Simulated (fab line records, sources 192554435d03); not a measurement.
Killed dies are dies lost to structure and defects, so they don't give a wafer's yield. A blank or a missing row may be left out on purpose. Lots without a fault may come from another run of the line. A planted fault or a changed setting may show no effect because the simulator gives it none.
fab line records | flow n5_finfet | part 2 of 2: steps 24 to 29 of 29
record lots=5 wafers=15 last_day=16
route steps=1938 shown BEOL_M14@1725
lots that met no fault: from a run of the same line without faults
start_h: hours from the record's first day to the start of the lot's first wafer shown | wait_h: hours since the lot's step before | " the same as in the row above | L1.1+2: a row that stands for several wafers | - no value, or no start given | * or withheld: withheld | < > ~ a bound
route shown NAME@n: a module of which the file shows steps, and the number in the route of the first | usual: mean/standard deviation of fault-free wafers | same: alike in all rows | chamber/n: place in a boat | sites: the reading at each site | _std_site: their standard deviation | _edge_site: outer sites' mean less inner sites' | radius_mm: how far each site lies from the wafer's centre | mask NAME#n: copy n | behind: the tool/chamber that last shaped the wafer | hold: why the lot was held/for how many hours/how that ended | device: the transistor (n, p or np) that didn't switch | end of line: the same wafers' tests at the end of the route | a step without rows: its recipe alone | killed: dies lost to structure and defects at the first sort, not the wafer's yield | map: a wafer's dies, x killed, . not, _ none there
set.NAME: the setting as run; set.NAME@STEP: as run at that earlier step | model.NAME: the simulator's own value behind a step, which no gauge read
lots at some steps of the route; a table a step, a row a wafer
services: from which hour (start_h, from the record's first day; less than 0 if before it) a tool's chamber was out of use, for how many hours, and why
## steps
# step N5_BEOL_M14_INSPECT_30
# recipe mode=adi inspect_instrument=macro
# usual raw_defect_count=2.4/1.6
# columns lot.wafer tool chamber start_h wait_h raw_defect_count
L074.1 defect_inspect-01 - 261.48 0.0 5
L074.2 " - " " 2
L074.4 " - " " 4
L079.1 defect_inspect-02 - 272.08 0.0 3
L079.4 " - " " 3
L079.5 " - " " 2
L086.1 defect_inspect-01 - 335.89 0.0 3
L086.3 " - " " 3
L086.6 " - " " 1
L090.3 defect_inspect-02 - 336.21 0.0 1
L090.4 " - " " 3
L090.5 " - " " 2
L095.1 defect_inspect-01 - 364.21 0.0 2
L095.4 " - " " 2
L095.6 " - " " 2
# step N5_BEOL_M14_DESCUM_33
# recipe chemistry=O2 time_s=7.9 source_power_w=50 bias_power_w=20 pressure_mtorr=20 rf_frequency_hz=2.712e+07 temp_c=40 o2_flow_sccm=225
# usual drypump_motor_current_A=5.8/0.47 oes_product_au=0.79/0.087 rf_vpp_V=243.4/1.4 showerhead_plenum_p_Torr=2.10/0.072 throttle_valve_pct=20.29/0.22
# columns lot.wafer tool chamber start_h wait_h drypump_motor_current_A oes_product_au rf_hours_counter_h rf_vpp_V showerhead_plenum_p_Torr throttle_valve_pct
L074.1 rie_diel-05 3 261.75 0.3 5.3 0.71 219 243.1 2.06 20.57
L074.2 " 1 " " 6.2 0.92 15 243.1 2.05 20.16
L074.4 " 1 " " 6.1 0.92 - 242.8 2.05 20.16
L079.1 rie_diel-01 1 272.17 0.1 6.1 0.69 227 242.0 1.98 20.31
L079.4 " 3 " " 5.1 0.78 97 245.0 2.19 20.11
L079.5 " 3 " " 5.1 0.77 - 243.5 2.19 20.12
L086.1 rie_diel-01 0 335.92 0.0 5.5 0.85 53 243.9 2.12 19.87
L086.3 " 3 " " 5.1 0.76 122 244.5 2.18 20.15
L086.6 " 2 " " 5.4 0.76 - 244.6 2.20 20.30
L090.3 rie_diel-03 3 336.25 0.0 6.3 0.73 185 241.7 1.99 20.37
L090.4 " 0 " " 6.3 0.82 - 242.7 2.03 20.42
L090.5 " 3 " " 6.3 0.73 - 242.3 1.99 20.36
L095.1 rie_diel-01 2 364.25 0.0 5.4 0.75 144 244.5 2.19 20.33
L095.4 " 0 " " 5.5 0.84 60 243.9 2.12 19.86
L095.6 " 2 " " 5.4 0.76 - 244.9 2.20 20.33
# step N5_BEOL_M14_ETCH_67
# recipe chemistry=CF4 target=SiARC target_depth_a=1430 time_s=238.3 ion_energy_ev=80 pressure_mtorr=40 source_w=545 bias_w=36 Ar_flow_sccm=100 cf4_flow_sccm=100 ends=cleared
# usual drypump_motor_current_A=5.8/0.47 etch_rf_on_time_s=240/3.2 oes_product_au=0.68/0.075 rf_vpp_V=184.2/1.1 showerhead_plenum_p_Torr=2.15/0.069 throttle_valve_pct=15.50/0.24
# columns lot.wafer tool chamber start_h wait_h drypump_motor_current_A etch_rf_on_time_s oes_product_au rf_hours_counter_h rf_vpp_V showerhead_plenum_p_Torr throttle_valve_pct
L074.1 rie_diel-05 3 261.79 0.0 5.3 241 0.60 219 184.0 2.12 15.84
L074.2 " 1 " " 6.1 238 0.79 15 184.1 2.10 15.35
L074.4 " 1 " " 6.1 236 0.79 - 183.2 2.10 15.34
L079.1 rie_diel-01 1 272.20 0.0 6.1 246 0.59 228 182.2 2.04 15.63
L079.4 " 3 " " 5.1 241 0.65 97 184.6 2.24 15.35
L079.5 " 3 " " 5.1 242 0.66 - 184.4 2.24 15.34
L086.1 rie_diel-01 0 335.96 0.0 5.5 237 0.74 53 184.3 2.18 15.13
L086.3 " 3 " " 5.1 239 0.64 122 185.7 2.23 15.42
L086.6 " 2 " " 5.4 234 0.66 - 186.8 2.24 15.44
L090.3 rie_diel-03 3 336.28 0.0 6.3 238 0.63 185 183.2 2.05 15.61
L090.4 " 0 " " 6.3 238 0.69 - 184.0 2.08 15.57
L090.5 " 3 " " 6.3 240 0.62 - 182.5 2.05 15.64
L095.1 rie_diel-01 2 364.28 0.0 5.4 236 0.65 144 185.2 2.24 15.47
L095.4 " 0 " " 5.5 238 0.73 60 185.5 2.17 15.14
L095.6 " 2 " " 5.4 237 0.64 - 185.6 2.24 15.48
# step N5_BEOL_M14_ETCH_68
# recipe chemistry=N2/H2 target=SOC mask_material=SiARC source_w=3000 bias_w=350 temp_c=40 time_s=450 ion_energy_ev=200 pressure_mtorr=30 n2_flow_sccm=200 h2_flow_sccm=200
# usual drypump_motor_current_A=5.8/0.47 h2_flow_sccm=200.0/0.64 oes_product_au=0.79/0.088 rf_vpp_V=524.3/2.5 showerhead_plenum_p_Torr=2.56/0.087 throttle_valve_pct=17.65/0.26
# columns lot.wafer tool chamber start_h wait_h drypump_motor_current_A h2_flow_sccm oes_product_au rf_hours_counter_h rf_vpp_V showerhead_plenum_p_Torr throttle_valve_pct
L074.1 rie_diel-05 3 261.94 0.1 5.4 200.2 0.71 220 523.9 2.52 18.00
L074.2 " 1 " " 6.2 200.2 0.92 15 522.0 2.49 17.57
L074.4 " 1 " " 6.1 199.9 0.92 - 522.7 2.49 17.57
L079.1 rie_diel-01 1 272.35 0.1 6.1 201.4 0.69 228 518.9 2.41 17.65
L079.4 " 3 " " 5.1 200.1 0.78 97 526.9 2.68 17.63
L079.5 " 3 " " 5.1 199.4 0.78 - 526.0 2.68 17.62
L086.1 rie_diel-01 0 336.10 0.1 5.5 201.5 0.86 53 526.8 2.59 17.20
L086.3 " 3 " " 5.1 200.3 0.75 122 528.0 2.67 17.69
L086.6 " 2 " " 5.4 200.0 0.76 - 528.5 2.66 17.65
L090.3 rie_diel-03 3 336.43 0.1 6.3 200.2 0.73 185 520.6 2.42 17.67
L090.4 " 0 " " 6.3 199.6 0.82 - 522.5 2.46 17.61
L090.5 " 3 " " 6.3 200.6 0.73 - 520.1 2.42 17.66
L095.1 rie_diel-01 2 364.43 0.1 5.4 199.2 0.76 144 526.2 2.66 17.66
L095.4 " 0 " " 5.5 200.2 0.86 60 525.1 2.58 17.21
L095.6 " 2 " " 5.4 200.2 0.76 - 526.6 2.66 17.66
# step N5_BEOL_M14_STRIP_69
# recipe chemistry=N2/H2 temp_c=40 n2_flow_sccm=200 h2_flow_sccm=200 rf_frequency_hz=6e+07
# columns lot.wafer tool chamber start_h wait_h
L074.1+2+4 rie_diel-05 3,1,1 262.20 0.1
L079.1+4+5 rie_diel-01 1,3,3 272.61 0.1
L086.1+3+6 rie_diel-01 0,3,2 336.37 0.1
L090.3+4+5 rie_diel-03 3,0,3 336.69 0.1
L095.1+4+6 rie_diel-01 2,0,2 364.69 0.1
# step N5_BEOL_M14_TRENCH_ETCH_34
# recipe chemistry=C4F8/O2/Ar target=SiO2 target_depth_a=5566.5 mask_material=SOC he_inner_torr=15 he_outer_torr=30 time_s=126.9 ion_energy_ev=800 pressure_mtorr=20 source_w=1905 bias_w=2040 Ar_flow_sccm=400 C4F8_flow_sccm=16 O2_flow_sccm=12
# usual drypump_motor_current_A=5.8/0.47 oes_product_au=0.79/0.089 rf_vpp_V=2213/18 showerhead_plenum_p_Torr=3.45/0.11 throttle_valve_pct=30.74/0.23
# columns lot.wafer tool chamber start_h wait_h drypump_motor_current_A oes_product_au rf_hours_counter_h rf_vpp_V showerhead_plenum_p_Torr throttle_valve_pct
L074.1 rie_diel-05 3 262.21 0.0 5.4 0.70 220 2200 3.40 31.03
L074.2 " 1 " " 6.2 0.92 15 2200 3.36 30.69
L074.4 " 1 " " 6.1 0.92 - 2201 3.36 30.67
L079.1 rie_diel-01 1 272.62 0.0 6.1 0.69 228 2204 3.28 30.67
L079.4 " 3 " " 5.1 0.76 97 2229 3.59 30.58
L079.5 " 3 " " 5.1 0.77 - 2227 3.59 30.56
L086.1 rie_diel-01 0 336.38 0.0 5.5 0.86 53 2241 3.48 30.25
L086.3 " 3 " " 5.1 0.75 122 2227 3.58 30.60
L086.6 " 2 " " 5.4 0.77 - 2236 3.59 30.77
L090.3 rie_diel-03 3 336.70 0.0 6.3 0.73 185 2205 3.29 30.78
L090.4 " 0 " " 6.3 0.82 - 2183 3.34 30.82
L090.5 " 3 " " 6.3 0.73 - 2206 3.29 30.78
L095.1 rie_diel-01 2 364.70 0.0 5.4 0.76 144 2236 3.59 30.78
L095.4 " 0 " " 5.5 0.84 60 2240 3.48 30.27
L095.6 " 2 " " 5.4 0.75 - 2237 3.59 30.77
## services
# columns tool chamber start_h hours kind
krf_scanner-02 - 238.41 3.0 pm
krf_scanner-01 - 241.41 1.0 pm
krf_scanner-01 - 242.41 3.0 pm
rie_diel-01 1 246.01 6.7 repair
krf_scanner-02 - 255.66 3.0 pm
rie_diel-05 0 261.01 - clean
rie_diel-05 0 261.01 - consumable_replace:focus_ring
rie_diel-05 0 261.01 24.8 scheduled_down
rie_diel-05 0 261.01 24.8 vent_cycle
wet_bench-02 - 287.94 8.9 repair
krf_scanner-02 - 289.07 1.0 pm
krf_scanner-02 - 292.64 0.8 pm
krf_scanner-01 - 298.32 0.8 pm
rie_diel-01 1 300.08 2.1 repair
rie_diel-03 - 306.71 2.8 pm
rie_diel-03 2 315.09 11.2 repair
krf_scanner-01 - 323.64 1.3 pm
krf_scanner-02 - 327.63 0.8 pm
rie_diel-05 3 331.50 3.1 repair
rie_diel-05 2 334.65 - clean
krf_scanner-02 - 337.70 2.0 repair
rie_diel-01 0 338.64 8.2 repair
krf_scanner-02 - 354.65 4.4 pm
krf_scanner-02 - 361.23 0.2 repair
